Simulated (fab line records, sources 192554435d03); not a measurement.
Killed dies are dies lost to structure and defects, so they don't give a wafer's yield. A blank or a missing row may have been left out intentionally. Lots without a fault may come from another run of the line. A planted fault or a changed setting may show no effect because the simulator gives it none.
Chamber matching / flow n5_finfet / 4 sister chambers for N5_MOL_CONTACT_COAG_ETCHBACK_134 on rie_diel-04
The step etches SiO2 in CHF3, target depth 10 nm, time 6.7 s. 8 wafers are shown with their chamber, then 9 later ones without.

## WAFERS, EACH WITH ITS CHAMBER
wafer=L079.5; chamber=1; showerhead_plenum_p_Torr (Torr)=2.41; throttle_valve_pct (%)=18.68
wafer=L079.6; chamber=2; showerhead_plenum_p_Torr (Torr)=2.28; throttle_valve_pct (%)=18.67
wafer=L080.1; chamber=1; showerhead_plenum_p_Torr (Torr)=2.41; throttle_valve_pct (%)=18.68
wafer=L080.4; chamber=0; showerhead_plenum_p_Torr (Torr)=2.32; throttle_valve_pct (%)=18.72
wafer=L080.5; chamber=3; showerhead_plenum_p_Torr (Torr)=2.38; throttle_valve_pct (%)=19.06
wafer=L082.1; chamber=0; showerhead_plenum_p_Torr (Torr)=2.31; throttle_valve_pct (%)=18.72
wafer=L082.2; chamber=3; showerhead_plenum_p_Torr (Torr)=2.38; throttle_valve_pct (%)=19.07
wafer=L082.4; chamber=2; showerhead_plenum_p_Torr (Torr)=2.28; throttle_valve_pct (%)=18.67

## WAFERS WITH NO CHAMBER GIVEN
wafer=L085.2; showerhead_plenum_p_Torr (Torr)=2.27; throttle_valve_pct (%)=18.67
wafer=L085.3; showerhead_plenum_p_Torr (Torr)=2.31; throttle_valve_pct (%)=18.73
wafer=L085.6; showerhead_plenum_p_Torr (Torr)=2.41; throttle_valve_pct (%)=18.70
wafer=L091.1; showerhead_plenum_p_Torr (Torr)=2.31; throttle_valve_pct (%)=18.76
wafer=L091.3; showerhead_plenum_p_Torr (Torr)=2.27; throttle_valve_pct (%)=18.71
wafer=L091.4; showerhead_plenum_p_Torr (Torr)=2.37; throttle_valve_pct (%)=19.07
wafer=L095.1; showerhead_plenum_p_Torr (Torr)=2.37; throttle_valve_pct (%)=19.10
wafer=L095.2; showerhead_plenum_p_Torr (Torr)=2.31; throttle_valve_pct (%)=18.78
wafer=L095.4; showerhead_plenum_p_Torr (Torr)=2.27; throttle_valve_pct (%)=18.72

## CHAMBER TAKEN BY EACH
wafer=L085.2; from the rows above=2; in truth=2
wafer=L085.3; from the rows above=0; in truth=0
wafer=L085.6; from the rows above=1; in truth=1
wafer=L091.1; from the rows above=0; in truth=0
wafer=L091.3; from the rows above=can't be placed: 2 or 0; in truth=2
wafer=L091.4; from the rows above=3; in truth=3
wafer=L095.1; from the rows above=3; in truth=3
wafer=L095.2; from the rows above=0; in truth=0
wafer=L095.4; from the rows above=can't be placed: 0 or 2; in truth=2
Correct placement for 7 of the 9. Cannot be placed on the basis of these rows: 2; the candidates contain the true chamber in 2. Wrongly placed: 0.
How it was worked out, from the rows above alone: a wafer's distance from a chamber is the root of the sum, over the readings, of the square of ((its reading less the chamber's mean) divided by the reading's scatter). The wafer belongs to the nearest chamber; if the next one is less than 2 further off, it can't be placed. Each chamber's mean is taken over the wafers shown for it. How the scatter is found: for the shown wafers, subtract from each reading the mean of its chamber, square and add these, divide the total by (wafers less chambers), then take the root.
